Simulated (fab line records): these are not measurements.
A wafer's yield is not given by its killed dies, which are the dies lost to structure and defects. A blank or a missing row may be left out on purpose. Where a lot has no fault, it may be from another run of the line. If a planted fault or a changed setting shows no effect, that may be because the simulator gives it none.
fab line records    flow n5-finfet
record lots=3  wafers=9  last-day=18
route steps=1938 shown BEOL_M3@942 PASSIVATION@1936
lots that met no fault: taken from a fault-free run of the same line
start-h: hours from the record's first day to the start of the lot's first wafer shown    wait-h: hours elapsed since this lot's preceding step    " identical to the entry in the row above    L1.1+2: a row that stands for several wafers    - either no value or no given start    * or withheld: withheld    < > ~ a bound
route shown NAME@n: names a module that has steps shown in the file, with the first one's number in the route    usual: average and standard deviation across the fault-free wafers    same: alike in all rows    chamber/n: place in a boat    sites: readings site by site    _std_site: how widely they spread, as a standard deviation    _edge_site: the outer-site mean with the inner-site mean subtracted    radius-mm: how far each site lies from the wafer's centre    mask NAME#n: copy n    behind: the most recent tool/chamber to have shaped the wafer    hold: cause of the lot's hold/its duration in hours/its outcome    device: names the non-switching transistor (n, p or np)    end of line: the route-end tests of the same wafers    step lacking rows: just its recipe    killed: dies that structure and defects cost at the first sort, which is not the same as the wafer's yield    map: a wafer's dies, x killed, . not, _ none there
set.NAME: the setting the step ran with; set.NAME@STEP: the setting that earlier step ran with    model.NAME: the simulator's own value behind a step, which no gauge read
lots seen at some steps along the route; tables by step, rows by wafer
services: a tool's chamber out of use, with start hour (start-h, from the record's first day; less than 0 if before it), hours out, and reason
## steps
# step N5_BEOL_M3_PEB_09
# recipe peb-temp-c=100  peb-time-s=60  resist=CAR-EUV
# step N5_BEOL_M3_DEVELOP_10
# recipe develop-time-s=30  developer=TMAH  resist=CAR-EUV  rinse-liquid=surfactant-rinse  dry=air-spin  dev-temp-c=23
# step N5_BEOL_M3_DESCUM_16
# recipe chemistry=O2  time-s=7  source-power-w=50  bias-power-w=20  pressure-mtorr=20  rf-frequency-hz=2.712e+07  temp-c=40  resist=CAR-EUV  o2-flow-sccm=225
# step N5_BEOL_M3_ETCH_74
# recipe chemistry=N2/H2  target=underlayer  target-depth-a=65  mask-material=CAR-EUV  time-s=5.2  ion-energy-ev=200  pressure-mtorr=30  source-w=840  bias-w=150  n2-flow-sccm=200  h2-flow-sccm=200  ends=cleared
# step N5_BEOL_M3_ETCH_63
# recipe chemistry=CF4  target=SiARC  target-depth-a=156  mask-material=CAR-EUV  time-s=26  ion-energy-ev=80  pressure-mtorr=40  source-w=545  bias-w=36  Ar_flow_sccm=100  cf4-flow-sccm=100  ends=cleared
# step N5_BEOL_M3_ETCH_64
# recipe chemistry=N2/H2  target=SOC  target-depth-a=750  overetch-a=150  mask-material=SiARC  temp-c=40  time-s=112.5  ion-energy-ev=200  pressure-mtorr=30  source-w=840  bias-w=150  n2-flow-sccm=200  h2-flow-sccm=200
# step N5_BEOL_M3_STRIP_65
# recipe chemistry=N2/H2  temp-c=40  n2-flow-sccm=200  h2-flow-sccm=200  rf-frequency-hz=6e+07
# step N5_BEOL_M3_STRIP_75
# recipe chemistry=N2/H2  temp-c=40  n2-flow-sccm=200  h2-flow-sccm=200  rf-frequency-hz=6e+07
# step N5_BEOL_M3_STRIP_66
# recipe chemistry=CF4  resist=SiARC  power-w=300  bias-power-w=75  pressure-mtorr=50  cf4-flow-sccm=150  rf-frequency-hz=6e+07
# step N5_BEOL_M3_HM_OPEN_17
# recipe chemistry=Cl2/BCl3  target-depth-a=200  overetch-a=60  target=TiN  mask-material=SOC  ion-energy-ev=150  pressure-mtorr=10  icp-w=1000  bias-w=126  Cl2_flow_sccm=53.25  bcl3-flow-sccm=21.75  Ar_flow_sccm=25
# usual drypump-motor-current-A=5.9/0.37  oes-product-au=0.67/0.085  throttle-valve-pct=22.16/0.22
lot.wafer  tool          chamber  start-h  wait-h  drypump-motor-current-A  oes-product-au  rf-hours-counter-h  throttle-valve-pct
L184.2     rie-metal-03  0        198.83   0.0     5.7                      0.53            124                 22.37
L184.4     "             1        "        "       5.5                      0.61            -                   22.23
L184.5     "             1        "        "       5.5                      0.61            -                   22.21
L192.4     rie-metal-02  0        241.68   0.1     6.3                      0.73            -                   22.22
L192.5     "             0        "        "       6.2                      0.73            -                   22.21
L192.6     "             1        "        "       6.5                      0.60            -                   22.16
L198.1     rie-metal-03  1        278.39   0.0     5.5                      0.61            79                  22.23
L198.3     "             0        "        "       5.6                      0.82            -                   21.92
L198.5     "             0        "        "       5.6                      0.82            -                   21.90
# step N5_BEOL_M3_STRIP_19
# recipe chemistry=O2  power-w=400  temp-c=40  pressure-mtorr=30  rf-frequency-hz=6e+07  bias-power-w=0  overash-fraction=0.2  o2-flow-sccm=225
# step N5_BEOL_M3_COAT_67
# recipe resist=SOC  temp-c=250  time-s=60  spin-rpm=1500  resist-thk-nm=60
# step N5_BEOL_M3_COAT_68
# recipe resist=SiARC  temp-c=220  time-s=60  spin-rpm=1500  resist-thk-nm=12
# step N5_BEOL_M3_COAT_76
# recipe resist=underlayer  temp-c=205  time-s=60  spin-rpm=1500  resist-thk-nm=5
# step N5_BEOL_M3_COAT_22
# recipe resist=CAR-EUV  spin-rpm=1500  resist-thk-nm=30
# step N5_BEOL_M3_EBR_24
# recipe solvent=PGMEA  ebr-width-mm=1.5
# step N5_BEOL_M3_SOFTBAKE_23
# recipe temp-c=110  time-s=60  resist=CAR-EUV
# step N5_BEOL_M3_EXPOSE_25
# recipe mask-id=V2  na=0.33  source-shape=quasar  sigma-inner=0.2  sigma-outer=0.8  polarization=unpolarized  defocus-nm=5  dose-mj=63
# step N5_BEOL_M3_PEB_26
# recipe peb-temp-c=100  peb-time-s=60  resist=CAR-EUV
# step N5_BEOL_M3_DEVELOP_27
# recipe develop-time-s=30  developer=TMAH  resist=CAR-EUV  rinse-liquid=surfactant-rinse  dry=air-spin  dev-temp-c=23
# step N5_BEOL_M3_DESCUM_33
# recipe chemistry=O2  time-s=7  source-power-w=50  bias-power-w=20  pressure-mtorr=20  rf-frequency-hz=2.712e+07  temp-c=40  resist=CAR-EUV  o2-flow-sccm=225
# step N5_BEOL_M3_ETCH_77
# recipe chemistry=N2/H2  target=underlayer  target-depth-a=65  mask-material=CAR-EUV  time-s=5.2  ion-energy-ev=200  pressure-mtorr=30  source-w=840  bias-w=150  n2-flow-sccm=200  h2-flow-sccm=200  ends=cleared
# step N5_BEOL_M3_ETCH_69
# recipe chemistry=CF4  target=SiARC  target-depth-a=156  mask-material=CAR-EUV  time-s=26  ion-energy-ev=80  pressure-mtorr=40  source-w=545  bias-w=36  Ar_flow_sccm=100  cf4-flow-sccm=100  ends=cleared
# step N5_BEOL_M3_ALD_98
# recipe material=SiO2  target-thk-a=25  temp-c=100  ald-precursor-family=BDEAS  ald-co-reactant=O2-plasma  pulse-time-s=1  co-reactant-pulse-time-s=1  purge-time-s=2  co-reactant-purge-time-s=2  ald-cycles=17  pressure-torr=2
# step N5_BEOL_M3_ETCHBACK_99
# recipe chemistry=CHF3  target=SiO2  target-depth-a=50  time-s=10.4  source-w=215  bias-w=47  Ar_flow_sccm=200  CHF3_flow_sccm=12  ion-energy-ev=100  pressure-mtorr=30
# step N5_BEOL_M3_ETCH_70
# recipe chemistry=N2/H2  target=SOC  target-depth-a=800  overetch-a=160  mask-material=SiARC  temp-c=40  time-s=120  ion-energy-ev=200  pressure-mtorr=30  source-w=840  bias-w=150  n2-flow-sccm=200  h2-flow-sccm=200
# step N5_BEOL_M3_STRIP_71
# recipe chemistry=N2/H2  temp-c=40  n2-flow-sccm=200  h2-flow-sccm=200  rf-frequency-hz=6e+07
# step N5_BEOL_M3_STRIP_78
# recipe chemistry=N2/H2  temp-c=40  n2-flow-sccm=200  h2-flow-sccm=200  rf-frequency-hz=6e+07
# step N5_BEOL_M3_VIA_ETCH_34
# recipe chemistry=C4F6/O2  target-depth-a=694  mask-material=SOC  pressure-mtorr=15  ion-energy-ev=250  taper-deg=4  time-s=65.9  source-w=350  bias-w=170  Ar_flow_sccm=300  C4F6_flow_sccm=10  O2_flow_sccm=10
# step N5_BEOL_M3_STRIP_83
# recipe chemistry=C4F6/O2  resist=SiARC  rf-frequency-hz=6e+07
# step N5_BEOL_M3_STRIP_36
# recipe chemistry=N2/H2  power-w=450  temp-c=40  pressure-mtorr=20  rf-frequency-hz=6e+07  overash-fraction=0.3  bias-power-w=7  h2-frac=0.5  n2-flow-sccm=200  h2-flow-sccm=200
# step N5_BEOL_M3_TRENCH_ETCH_37
# recipe chemistry=C4F6/O2  target-depth-a=555.55  target=SiOC  time-s=29.2  ion-energy-ev=250  pressure-mtorr=30  source-w=355  bias-w=185  Ar_flow_sccm=300  C4F6_flow_sccm=10  O2_flow_sccm=10
# step N5_BEOL_M3_ETCH_41
# recipe chemistry=CH3F/O2  target=SiCN  target-depth-a=299  taper-deg=2  time-s=52.5  ion-energy-ev=120  mask-material=TiN  pressure-mtorr=30  source-w=395  bias-w=75  Ar_flow_sccm=150  CH3F_flow_sccm=30  O2_flow_sccm=20
# step N5_BEOL_M3_STRIP_97
# recipe chemistry=N2/H2  time-s=10  power-w=450  temp-c=40  pressure-mtorr=20  rf-frequency-hz=6e+07  bias-power-w=7  n2-flow-sccm=200  h2-flow-sccm=200
# step N5_PASSIVATION_PROBE_49
# usual defect-limited-yield=91.0/1.3  killed_at_M0_to_M3=36/9.5  killed_at_M4_up=14/5.6  killed-at-contacts=12/6.4  killed-at-front-end=40/10  killed-at-other=3.2/3  killed-dies=107/15  killed-open=69/12  killed-short=35/7.7  sort_bin_5_function=5.3/0.91  sort_bin_6_memory=3.3/0.65  sort_bin_8_speed=0.00/0.012  sort-n-pass=1073/15  sort-yield-pct=91.0/1.3
# same gross-dies=1180  killed-at-back-side=0  sort_bin_4_leakage[%]=0
lot.wafer  tool       chamber  start-h  wait-h  defect-limited-yield[%]  killed_at_M0_to_M3  killed_at_M4_up  killed-at-contacts  killed-at-front-end  killed-at-other  killed-dies  killed-open  killed-short  sort_bin_5_function[%]  sort_bin_6_memory[%]  sort_bin_8_speed[%]  sort-n-pass  sort-yield-pct[%]
L184.2     prober-02  -        335.80   0.1     86.0                     112                 19               3                   31                   0                165          53           28            9.6                     3.4                   0                    1015         86.0
L184.4     prober-02  -        335.90   0.2     82.5                     137                 20               8                   41                   0                206          66           39            10.7                    5.6                   0                    974          82.5
L184.5     prober-02  -        335.95   0.2     82.4                     128                 18               10                  51                   1                208          72           38            12.0                    4.3                   0.08                 972          82.4
L192.4     prober-01  -        382.06   0.2     87.5                     47                  21               23                  44                   13               148          82           63            8.1                     4.2                   0                    1032         87.5
# killed by level:class
L184.2 BEOL_M3:unspecified=83 BEOL_M0_SAQP:geometric-particle:open=13 BEOL_M0_SAQP:geometric-particle:short=8 FIN_SAQP:geometric-particle:short=7 STI_FIN_REVEAL:geometric-particle:open=6 BEOL_M4:geometric-particle:open=5 BEOL_M3:geometric-particle:open=5 STARTING-WAFER:geometric-particle:short=5
L184.4 BEOL_M3:unspecified=99 BEOL_M0_SAQP:geometric-particle:short=10 BEOL_M1:geometric-particle:open=9 BEOL_M0_SAQP:geometric-particle:open=8 FIN_SAQP:geometric-particle:short=6 GATE_CUT:geometric-particle:open=6 BEOL_M3:geometric-particle:open=6 FIN_SAQP:geometric-particle:open=5
L184.5 BEOL_M3:unspecified=96 FIN_SAQP:geometric-particle:open=12 BEOL_M0_SAQP:geometric-particle:open=11 STI_FIN_REVEAL:geometric-particle:open=9 FIN_SAQP:geometric-particle:short=8 BEOL_M0_SAQP:geometric-particle:short=8 MOL_CONTACT_COAG:geometric-particle:open=7 BEOL_M3:geometric-particle:open=6
L192.4 MOL_CONTACT_COAG:geometric-particle:open=18 BEOL_M0_SAQP:geometric-particle:short=14 FIN_SAQP:geometric-particle:short=10 BEOL_M0_SAQP:geometric-particle:open=7 GATE_CUT:geometric-particle:short=7 BEOL_M0:geometric-particle:open=7 BEOL_M1:geometric-particle:open=7 FIN_SAQP:geometric-particle:open=6
# map L184.5 (x killed, . not)
_________________..........x.________________
______________xxxx.x.....x......_____________
___________.....x..............x...__________
__________......x.xx..x............._________
________...........x...........x......_______
_______..........x.................xx..______
______x...x....x..x...................x._____
_____x........x..x....x.x....x..........x____
____.......x......x...x..........x........___
___......x.......x.......x..x......x...x..x__
___.x......xx.x.......x....................__
__.......x.x.xxx....x........x.............._
__.x..x..xxxxx.xx.x........................._
_...x.xxxxxxxx.xxx.x..x.................x....
_....xxxxxxxxxxxx...........x................
_...x.xxxxxxxxx..xx.........x................
_.....x.xxxxxxx..x...............x...........
_x.x..xxxxxxxxxxxx.x.....x........x.......x..
_..x.x..xxxxxxxxx..x..x........x.............
_.......xxxxxxxx..x....x.....................
_x.....xx....x..x...........x...x.........xx.
__.........x.......x.....x..........x......x_
__.....x..x................................._
___............x...........................__
___.......x.........xxx....x.x.x.......xxx.__
____..........x...........xx..............___
_____x..............x..x.x..x....x...x...____
______.................................._____
_______..x.................x...........______
________.x..x.........x.x............._______
__________..........x..............._________
___________....x....x...x..........__________
______________x....x...........x_____________
_________________...x.......x________________
# map L198.1 (x killed, . not)
_________________..x.........________________
______________x.............xx.._____________
___________...........x............__________
__________....................x.xx.._________
________.x.........x........x........x_______
_______...............x.x.x..........x.______
______..........xx.....x...x..........x._____
_____......................x........x....____
____...x..x.......x..x.xx....x........x...___
___..x..x.......................xxx.......x__
___...................x....................__
__.x.............x............x........x...._
__....x.......x....x........................_
_..........x..............x.......x.......x..
_..x.........x..............x.....x..........
_.....x.............x........x...x..........x
_.x..................x......................x
_...x...................x......x.............
_...........................................x
_...............x.......................x....
_.x.........x...x....................x.......
__x........................................._
__....x.x..........x..x.....x..............._
___x........x.x....x.x..x............x.....__
___.....xx..x....x.........................__
____.......x......x..x.........x..x.......___
_____.......x........x...................____
______..x...x.........x.....x....x..x..._____
_______....x.x...x...x.....x...........______
________x..x.xx...........x..........._______
__________........x.........x....x.._________
___________..x.........xx...x...x..__________
______________.....x.xxx........_____________
_________________..x.........________________
## services
tool          chamber  start-h  hours  kind
rie-metal-02  -        177.85   0.3    repair
rie-metal-03  0        231.55   -      clean
rie-metal-03  0        231.55   20.6   scheduled-down
rie-metal-03  0        231.55   20.6   vent-cycle
## key
first-sign step=N5_PASSIVATION_PROBE_49  reading=killed_at_M0_to_M3  direction=up  sigmas=9.4  usual=36  struck=126
effect step=N5_PASSIVATION_PROBE_49  reading=defect-limited-yield  direction=down  sigmas=5.6  usual=91.0  struck=83.6
more-kills-born-at N5_BEOL_M3_HM_OPEN_17@rie-metal-03=278
met-at N5_BEOL_M3_HM_OPEN_17
struck-wafers L184.2,L184.4,L184.5
fault kind=chamber-particle-source  tool=rie-metal-03  chamber=-  onset-h=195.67  steps=N5_BEOL_M3_HM_OPEN_17  rate-per-visit-cm2=0.40634  end-h=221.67
